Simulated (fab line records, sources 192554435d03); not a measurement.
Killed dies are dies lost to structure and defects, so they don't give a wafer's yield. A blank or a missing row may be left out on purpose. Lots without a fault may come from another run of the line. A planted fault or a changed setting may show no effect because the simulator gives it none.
fab line records | flow n5_finfet
record lots=10 wafers=30 last_day=17
route steps=1938 shown BEOL_M15@1795 MIM_TOP@1834
lots that met no fault: from a run of the same line without faults
start_h: hours from the record's first day to the start of the lot's first wafer shown | wait_h: hours since the lot's step before | " the same as in the row above | L1.1+2: a row that stands for several wafers | - no value, or no start given | * or withheld: withheld | < > ~ a bound
route shown NAME@n: a module of which the file shows steps, and the number in the route of the first | usual: mean/standard deviation of fault-free wafers | same: alike in all rows | chamber/n: place in a boat | sites: the reading at each site | _std_site: their standard deviation | _edge_site: outer sites' mean less inner sites' | radius_mm: how far each site lies from the wafer's centre | mask NAME#n: copy n | behind: the tool/chamber that last shaped the wafer | hold: why the lot was held/for how many hours/how that ended | device: the transistor (n, p or np) that didn't switch | end of line: the same wafers' tests at the end of the route | a step without rows: its recipe alone | killed: dies lost to structure and defects at the first sort, not the wafer's yield | map: a wafer's dies, x killed, . not, _ none there
set.NAME: the setting as run; set.NAME@STEP: as run at that earlier step | model.NAME: the simulator's own value behind a step, which no gauge read
steps of the route over a sample of lots; a table a step, a row a wafer
services: from which hour (start_h, from the record's first day; less than 0 if before it) a tool's chamber was out of use, for how many hours, and why
## steps
# step N5_BEOL_M15_ETCH_57
# recipe chemistry=N2/H2 target=SOC source_w=3000 bias_w=350 time_s=750 ion_energy_ev=200 pressure_mtorr=30 n2_flow_sccm=200 h2_flow_sccm=200
# usual drypump_motor_current_A=5.5/0.49 h2_flow_sccm=200.0/0.57 oes_product_au=0.80/0.095 rf_vpp_V=524.5/2.3 showerhead_plenum_p_Torr=2.57/0.077 throttle_valve_pct=17.67/0.28
# columns lot.wafer tool chamber start_h wait_h drypump_motor_current_A h2_flow_sccm oes_product_au rf_hours_counter_h rf_vpp_V showerhead_plenum_p_Torr throttle_valve_pct
L322.1 rie_diel-02 1 235.39 - 5.6 200.1 0.73 177 525.6 2.61 17.75
L322.3 " 2 " " 5.1 199.6 0.70 224 523.5 2.53 17.77
L322.6 " 2 " " 5.1 200.0 0.71 - 524.6 2.53 17.77
L323.1 rie_diel-01 2 246.95 - 5.5 199.6 0.70 199 522.8 2.54 18.12
L323.3 " 0 " " 5.3 199.7 0.80 99 528.3 2.67 17.75
L323.6 " 2 " " 5.5 199.4 0.70 - 523.0 2.54 18.10
L325.2 rie_diel-02 0 269.65 - 6.5 199.6 0.91 17 524.4 2.60 17.30
L325.3 " 3 " " 5.0 199.9 0.83 71 523.4 2.47 17.91
L325.5 " 0 " " 6.5 200.1 0.91 - 526.4 2.60 17.31
L326.1 rie_diel-02 1 287.39 - 5.6 199.6 0.71 190 524.7 2.61 17.77
L326.2 " 2 " " 5.1 200.1 0.68 242 523.2 2.52 17.81
L326.5 " 1 " " 5.6 198.6 0.71 - 526.7 2.61 17.76
L331.2 rie_diel-02 3 304.37 - 5.0 200.7 0.81 83 521.8 2.47 17.94
L331.3 " 2 " " 5.1 200.5 0.69 249 523.2 2.52 17.82
L331.4 " 0 " " 6.5 199.8 0.89 28 525.3 2.60 17.33
L340.1 rie_diel-04 2 348.00 - 4.7 201.0 0.82 76 527.7 2.70 17.75
L340.2 " 3 " " 5.9 199.9 0.95 9 529.1 2.70 17.73
L340.4 " 0 " " 5.4 200.1 0.85 62 521.7 2.47 17.58
L338.1 rie_diel-02 2 353.62 - 5.1 200.5 0.98 6 523.9 2.51 17.42
L338.3 " 1 " " 5.6 199.0 0.71 213 527.0 2.60 17.80
L338.4 " 0 " " 6.5 199.5 0.85 45 525.1 2.59 17.33
L341.2 rie_diel-02 1 362.91 - 5.6 199.8 0.70 216 525.1 2.60 17.81
L341.5 " 1 " " 5.6 200.2 0.70 - 525.0 2.60 17.83
L341.6 " 2 " " 5.1 199.4 0.96 - 523.3 2.51 17.43
L342.3 rie_diel-01 2 368.49 - 5.4 199.2 0.68 237 523.9 2.53 18.17
L342.4 " 0 " " 5.4 200.1 0.77 - 527.6 2.66 17.82
L342.5 " 1 " " 6.0 199.6 0.86 - 522.2 2.45 17.17
L344.1 rie_diel-04 3 385.63 - 6.0 199.5 0.90 20 529.3 2.70 17.74
L344.2 " 1 " " 5.1 200.5 0.88 56 525.0 2.59 17.50
L344.5 " 2 " " 4.7 200.9 0.82 - 527.7 2.69 17.73
# step N5_BEOL_M15_STRIP_36
# recipe chemistry=O2 power_w=600 temp_c=60 pressure_mtorr=30 rf_frequency_hz=6e+07 bias_power_w=0 overash_fraction=0.3 o2_flow_sccm=225
# usual drypump_motor_current_A=5.5/0.47 oes_product_au=0.80/0.099 rf_vpp_V=3.6/1 showerhead_plenum_p_Torr=2.11/0.065 throttle_valve_pct=16.6/0.3
# columns lot.wafer tool chamber start_h wait_h drypump_motor_current_A oes_product_au rf_hours_counter_h rf_vpp_V showerhead_plenum_p_Torr throttle_valve_pct
L322.1 rie_diel-01 3 237.61 1.1 5.7 0.68 211 3.4 2.15 16.7
L322.3 " 2 " " 5.4 0.71 195 2.5 2.08 16.9
L322.6 " 0 " " 5.3 0.81 - 3.4 2.21 16.7
L323.1 rie_diel-02 3 248.28 0.0 5.0 0.83 64 3.8 2.03 16.6
L323.3 " 2 " " 5.1 0.70 229 3.3 2.07 16.7
L323.6 " 3 " " 5.0 0.84 - 3.6 2.03 16.6
L325.2 rie_diel-02 2 272.54 1.7 5.1 0.69 237 4.4 2.07 16.7
L325.3 " 0 " " 6.5 0.90 18 4.8 2.13 16.1
L325.5 " 2 " " 5.1 0.68 - 4.8 2.07 16.7
L326.1 rie_diel-02 0 289.40 0.8 6.5 0.91 23 4.9 2.13 16.1
L326.2 " 1 " " 5.6 0.73 191 3.9 2.16 16.9
L326.5 " 1 " " 5.6 0.72 - 3.0 2.17 16.8
L331.2 rie_diel-02 0 306.19 0.6 6.4 0.90 28 2.7 2.13 16.1
L331.3 " 2 " " 5.1 0.70 249 4.6 2.07 16.7
L331.4 " 1 " " 5.6 0.72 197 4.3 2.16 16.8
L340.1 rie_diel-01 1 357.44 8.0 6.0 0.88 54 4.5 2.04 16.2
L340.2 " 3 " " 5.7 0.66 248 3.0 2.14 16.7
L340.4 " 0 " " 5.3 0.77 132 2.8 2.20 16.7
L338.1 rie_diel-01 2 358.44 3.5 5.4 0.67 233 2.6 2.07 17.0
L338.3 " 0 " " 5.4 0.78 133 4.4 2.20 16.8
L338.4 " 3 " " 5.7 0.68 249 3.2 2.14 16.7
L341.2 rie_diel-02 0 364.38 0.2 6.5 0.86 47 3.3 2.12 16.1
L341.5 " 0 " " 6.4 0.86 - 4.4 2.12 16.1
L341.6 " 3 " " 4.9 0.78 - 4.2 2.02 16.7
L342.3 rie_diel-04 0 369.97 0.3 5.3 0.86 67 2.2 2.05 16.5
L342.4 " 3 " " 6.0 0.94 15 4.2 2.24 16.7
L342.5 " 2 " " 4.7 0.81 - 3.8 2.20 16.5
L344.1 rie_diel-02 2 388.20 1.3 5.1 0.95 18 2.1 2.06 16.2
L344.2 " 1 " " 5.6 0.70 224 3.7 2.15 16.9
L344.5 " 1 " " 5.6 0.70 - 2.3 2.15 16.9
# step N5_BEOL_M15_CMP_49
# recipe stop_on=SiO2 t_overpolish_s=4.9 down_force_psi=2 platen_rpm=80 clearing_platen_down_force_psi=2 clearing_platen_rpm=80 post_cmp_clean=cu_alkaline target_thk_nm=850 clearing_platen_pad_velocity_m_s=1.5917 pad_velocity_m_s=1.5917
# usual barrier_field_endpoint_s=11.35/0.3 clearing_platen_down_force_psi=1.999/0.0043 edge_zone_pressure_frac=1.000/0.005 head_pressure_psi=2.000/0.0041 motor_current_A=8.1/0.81 overpolish_run_s=4.899/0.0088 retaining_ring_pressure_frac=1.000/0.0051
# columns lot.wafer tool chamber start_h wait_h barrier_field_endpoint_s clearing_platen_down_force_psi edge_zone_pressure_frac head_pressure_psi motor_current_A overpolish_run_s retaining_ring_pressure_frac
L322.1 cmp-02 3 239.35 0.3 10.99 2.005 1.002 1.999 7.0 4.909 0.995
L322.3 " 0 " " 11.25 1.997 0.994 2.004 8.4 4.891 0.999
L322.6 " 3 " " 11.06 2.005 1.003 1.996 7.6 4.885 0.992
L323.3 cmp-02 1 250.82 0.2 11.42 1.996 0.998 1.994 7.9 4.910 1.011
L323.1 " 2 " " 11.42 2.001 1.001 2.003 7.5 4.890 1.003
L323.6 " 1 " " 11.51 1.998 1.006 2.001 8.5 4.907 1.004
L325.3 cmp-04 3 273.88 0.2 11.72 1.999 1.000 2.002 9.3 4.905 1.007
L325.2 " 2 " " 11.79 1.992 1.011 1.997 7.1 4.892 1.004
L325.5 " 3 " " 11.77 1.998 1.000 1.995 9.6 4.905 1.003
L326.1 cmp-02 2 290.96 0.3 9.61 1.998 0.997 2.316 7.9 4.911 1.001
L326.2 " 3 " " 9.60 2.007 0.997 2.326 8.2 4.879 1.010
L326.5 " 3 " " 9.46 2.004 0.993 2.328 8.3 4.902 1.001
L331.3 cmp-02 3 307.92 0.2 9.71 2.003 0.996 2.322 8.1 4.911 1.013
L331.2 " 0 " " 9.85 1.994 1.000 2.317 9.5 4.899 0.983
L331.4 " 2 " " 9.92 1.996 0.999 2.322 8.2 4.894 0.995
L340.1 cmp-04 0 359.32 0.3 11.29 1.991 0.999 2.001 8.3 4.896 0.991
L340.4 " 2 " " 11.40 2.002 0.995 2.002 7.1 4.902 1.001
L340.2 " 3 " " 11.12 2.004 1.001 2.000 9.4 4.899 0.995
L338.3 cmp-04 3 360.65 0.2 11.68 1.996 0.994 2.003 9.9 4.896 0.997
L338.4 " 1 " " 11.61 1.998 1.006 1.999 7.9 4.901 1.002
L338.1 " 2 " " 11.55 1.992 1.000 1.997 7.3 4.902 0.998
L341.2 cmp-04 2 366.39 0.2 11.82 1.998 0.995 2.004 7.5 4.880 1.009
L341.6 " 2 " " 11.60 1.998 1.000 2.002 6.8 4.910 0.999
L341.5 " 3 " " 11.67 2.001 1.000 1.994 9.2 4.897 1.005
L342.3 cmp-04 2 372.19 0.2 11.12 2.010 1.007 2.004 7.6 4.888 0.990
L342.4 " 0 " " 10.96 1.993 0.992 2.004 8.1 4.911 1.009
L342.5 " 1 " " 10.96 2.004 1.001 1.988 7.6 4.896 1.001
L344.2 cmp-02 1 390.35 0.4 11.87 1.995 0.996 2.012 8.1 4.888 1.008
L344.1 " 2 " " 11.61 2.004 1.004 1.993 7.6 4.912 1.013
L344.5 " 1 " " 11.62 2.002 0.986 2.008 8.3 4.905 1.002
# step N5_MIM_TOP_ALD_00
# recipe material=Al2O3 target_thk_a=* temp_c=withheld ald_precursor_family=TMA ald_co_reactant=O3 pulse_time_s=withheld purge_time_s=3 co_reactant_purge_time_s=withheld co_reactant_pulse_time_s=3 ald_cycles=withheld
# usual precursor_pulse_height_rel=1.001/0.021
# columns lot.wafer tool chamber start_h wait_h precursor_pulse_height_rel
L322.1 ald_hk-02 1 241.43 0.1 1.010
L322.3 " 2 " " 1.039
L322.6 " 0 " " 0.993
L323.1 ald_hk-01 3 253.94 0.1 1.038
L323.3 " 2 " " 1.004
L323.6 " 1 " " 0.986
L325.2 ald_hk-01 1 277.87 0.1 1.000
L325.3 " 2 " " 0.977
L325.5 " 2 " " 0.987
L326.1 ald_hk-01 1 293.80 0.1 0.968
L326.2 " 3 " " 0.999
L326.5 " 2 " " 0.999
L331.2 ald_hk-02 3 310.27 0.1 1.000
L331.3 " 1 " " 1.021
L331.4 " 0 " " 1.014
L340.1 ald_hk-01 0 362.83 0.1 0.996
L340.2 " 2 " " 1.008
L340.4 " 1 " " 0.988
L338.1 ald_hk-03 1 363.83 0.1 0.981
L338.3 " 3 " " 1.013
L338.4 " 2 " " 0.973
L341.2 ald_hk-03 3 368.03 0.1 0.967
L341.5 " 3 " " 1.003
L341.6 " 0 " " 0.971
L342.3 ald_hk-02 2 374.07 0.1 0.969
L342.4 " 1 " " 1.031
L342.5 " 2 " " 0.983
L344.1 ald_hk-01 3 393.74 0.1 1.015
L344.2 " 2 " " 1.034
L344.5 " 0 " " 1.012
## services
# columns tool chamber start_h hours kind
cmp-04 - 217.95 6.5 repair
rie_diel-02 0 227.10 2.8 repair
rie_diel-02 1 264.14 12.0 repair
rie_diel-04 3 301.14 - clean
rie_diel-04 3 301.14 - consumable_replace:focus_ring
rie_diel-04 3 301.14 - consumable_replace:showerhead
cmp-04 - 308.37 1.9 repair
rie_diel-02 2 311.35 - clean
rie_diel-02 2 311.35 - consumable_replace:focus_ring
rie_diel-02 2 311.35 23.3 scheduled_down
rie_diel-02 2 311.35 23.3 vent_cycle
cmp-02 - 335.58 3.4 repair
ald_hk-01 - 342.81 0.5 repair
cmp-02 - 361.85 4.0 pm
rie_diel-01 3 364.43 - clean
rie_diel-01 3 364.43 - consumable_replace:focus_ring
rie_diel-01 3 364.43 22.5 scheduled_down
rie_diel-01 3 364.43 22.5 vent_cycle
cmp-02 - 365.85 - consumable_replace:conditioner
cmp-02 - 365.85 - consumable_replace:pad
rie_diel-04 - 374.53 0.4 repair
cmp-02 - 377.98 1.5 repair
cmp-02 - 379.80 2.9 repair
rie_diel-02 1 384.88 2.1 repair
## key
first_sign step=N5_BEOL_M15_CMP_49 reading=head_pressure_psi direction=up sigmas=78 usual=2.000 struck=2.322
effect step=N5_BEOL_M15_CMP_49 reading=barrier_field_endpoint_s direction=down sigmas=5.6 usual=11.35 struck=9.69
met_at N5_BEOL_M15_CMP_49
struck_lots L326,L331
not_acting_at N5_BEOL_M15_ETCH_57,N5_BEOL_M15_STRIP_36,N5_MIM_TOP_ALD_00
onset_between 250.82 290.96
fault kind=process_parameter_drift tool=cmp-02 chamber=- onset_h=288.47 steps=N5_BEOL_M15_CMP_49 channel=down_force_psi offset=0.32127 shape=step end_h=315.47 acts_in=these_recipes_only stated=2
